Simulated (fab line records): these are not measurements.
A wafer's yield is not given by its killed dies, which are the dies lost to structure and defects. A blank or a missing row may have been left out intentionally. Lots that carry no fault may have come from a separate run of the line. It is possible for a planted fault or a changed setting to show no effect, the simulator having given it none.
Struck lot and sound lot, side by side	flow n5 finfet	27 steps out of a route of 1938
Sound: the wafers L287.3, L287.6. Wafers struck: L279.1, L279.2, L279.6. At the end, the cause is stated.
At each step with rows: each side's tool, then ch and its chambers, then its first start. Under that, the readings that differ: sound wafers	struck wafers	difference of the means	sigmas: that difference in standard deviations of wafers without a fault.
alike: readings with means less than 2 such deviations apart, plus words and numbers identical on both sides. not compared: withheld readings, readings lacking a value on some wafer, bounds such as >300 that could conceal the same value, and numbers that have no deviation in the record and whose values overlap.
A row with sigmas, a row that says differs or no value, or rows on one side alone: a step with any of these is where the two part. When numbers do not overlap yet have no deviation, they are printed without sigmas and do not part them. A reading that every wafer of one side lacks parts them only if that side has two wafers or more.

first, 6 steps without rows for these wafers: N5_DUMMY_GATE_COAT_09 (resist thk 30 nm); N5_DUMMY_GATE_EBR_11; N5_DUMMY_GATE_SOFTBAKE_10 (time 60 s); N5_DUMMY_GATE_EXPOSE_12 (exposes mask GATE, target cd 25 nm); N5_DUMMY_GATE_PEB_13 (peb time 60 s); N5_DUMMY_GATE_DEVELOP_14 (develop time 30 s).
N5_DUMMY_GATE_CD_MEAS_15: the cd target is 25.8 nm.
  sound on cd sem-01 ch 0, day 7 05:13; struck on cd sem-02 ch 0, day 5 06:44
reading	sound	struck	difference	sigmas
cd nm (nm)	24.62 24.86	25.55 25.29 25.15	+0.59	+2
N5_DUMMY_GATE_OVL_MEAS_16:
  sound on overlay-02 ch 0, day 7 05:15; struck on overlay-02 ch 0, day 5 06:47
  alike: GATE_OVL
N5_DUMMY_GATE_INSPECT_17: inspects for defects (brightfield).
  sound on defect inspect-02 at day 7 05:18; struck on defect inspect-02 at day 5 06:50
  alike: raw defect count
N5_DUMMY_GATE_DESCUM_20: chemistry O2, time 6.2 s.
  sound on rie diel-03 ch 0,3, day 7 05:21; struck on rie diel-05 ch 0,2,3, day 5 06:52
reading	sound	struck	difference	sigmas
drypump motor current A (A)	5.38 5.24	6.09 5.83 5.60	+0.53	+2
  alike: oes product au, rf vpp V, showerhead plenum p Torr, throttle valve pct
  not compared: rf hours counter h
then, 1 step without rows for these wafers: N5_DUMMY_GATE_ETCH_29 (etches underlayer in N2/H2, target depth 13 nm).
N5_DUMMY_GATE_ETCH_36: etches SiARC in CF4, target depth 13 nm.
  sound on rie diel-03 ch 0,3, day 7 05:27; struck on rie diel-05 ch 0,2,3, day 5 06:59
reading	sound	struck	difference	sigmas
drypump motor current A (A)	5.39 5.27	6.09 5.85 5.58	+0.51	+2
  alike: oes product au, rf vpp V, showerhead plenum p Torr, throttle valve pct
  not compared: rf hours counter h
N5_DUMMY_GATE_ETCH_37: etches SOC in N2/H2, target depth 60 nm, overetch 30 nm.
  sound on rie diel-03 ch 0,3, day 7 05:29; struck on rie diel-05 ch 0,2,3, day 5 07:01
reading	sound	struck	difference	sigmas
drypump motor current A (A)	5.40 5.24	6.13 5.83 5.61	+0.54	+2
model.SiARC_of_DUMMY_GATE_COAT_35.thk nm (nm)	5 5	6.2 5.8 5.8	+0.9	
  alike: oes product au, rf vpp V, showerhead plenum p Torr, throttle valve pct
  not compared: rf hours counter h
then, 2 steps without rows for these wafers: N5_DUMMY_GATE_STRIP_38 (strips in N2/H2); N5_DUMMY_GATE_STRIP_39 (strips in N2/H2).
N5_DUMMY_GATE_TRIM_49: chemistry O2, time 29 s, target cd 14 nm.
  sound on rie si-06 ch 1,2, day 7 05:34; struck on rie si-01 ch 1,3, day 5 07:06
  alike: drypump motor current A, he backside leak sccm, oes product au, throttle valve pct
  not compared: rf hours counter h, model.DUMMY_GATE.cd nm
N5_DUMMY_GATE_STRIP_40: strips in CF4.
  sound on rie diel-06 ch 1, day 7 05:40; struck on rie diel-03 ch 0,3, day 5 07:12
reading	sound	struck	difference	sigmas
drypump motor current A (A)	5.89 5.89	5.24 5.40 5.25	-0.59	-2
  alike: oes product au, rf vpp V, showerhead plenum p Torr, throttle valve pct
  not compared: rf hours counter h
N5_DUMMY_GATE_CD_MEAS_50: the cd target is 14 nm.
  sound on cd sem-03 at day 7 05:44; struck on cd sem-01 at day 5 07:15
  alike: cd nm
then, 3 steps without rows for these wafers: N5_DUMMY_GATE_ETCH_31 (etches SiO2 in C4F6/O2, target depth 82.5 nm, time 27.5 s); N5_DUMMY_GATE_STRIP_41 (strips in O2); N5_DUMMY_GATE_HM_OPEN_21 (chemistry CH3F/O2, target SiNx, target depth 120 nm, time 171.4 s).
N5_DUMMY_GATE_ETCH_32: etches SiO2 in CF4, target depth 3.5 nm, time 3.9 s.
  sound on rie si-04 ch 1,3, day 7 06:01; struck on rie si-04 ch 0,1,2, day 5 07:32
  alike: drypump motor current A, he backside leak sccm, oes product au, throttle valve pct
  not compared: rf hours counter h
then, 2 steps without rows for these wafers: N5_DUMMY_GATE_ETCH_23 (etches poly-Si in HBr/Cl2/O2, target depth 41 nm, time 22.3 s); N5_DUMMY_GATE_ETCH_44 (etches poly-Si in HBr/O2, stops on SiO2, target depth 127.5 nm).
N5_DUMMY_GATE_CD_MEAS_24: the cd target is 15 nm.
  sound on cd sem-02 at day 7 06:13; struck on cd sem-02 at day 5 07:44
  alike: cd nm
N5_DUMMY_GATE_ETCH_42: etches SiO2 in CHF3/O2, target depth 3.5 nm, time 31 s.
  sound on rie diel-06 ch 1, day 7 06:16; struck on rie diel-03 ch 0,3, day 5 07:47
reading	sound	struck	difference	sigmas
drypump motor current A (A)	5.88 5.89	5.22 5.38 5.23	-0.61	-2
  alike: oes product au, rf vpp V, showerhead plenum p Torr, throttle valve pct
  not compared: rf hours counter h, model.DUMMY_GATE.cd nm
N5_DUMMY_GATE_STRIP_48: strips in N2/H2, time 20 s.
  sound on rie diel-06 ch 1, day 7 06:19; struck on rie diel-03 ch 0,3, day 5 07:50
reading	sound	struck	difference	sigmas
drypump motor current A (A)	5.92 5.96	5.28 5.38 5.27	-0.63	-2
  alike: oes product au, rf vpp V, showerhead plenum p Torr, throttle valve pct
  not compared: rf hours counter h

== WHERE THEY PART ==
Earliest at N5_DUMMY_GATE_CD_MEAS_15; latest, in this record, at N5_DUMMY_GATE_STRIP_48.

WHY: what the simulator had put in
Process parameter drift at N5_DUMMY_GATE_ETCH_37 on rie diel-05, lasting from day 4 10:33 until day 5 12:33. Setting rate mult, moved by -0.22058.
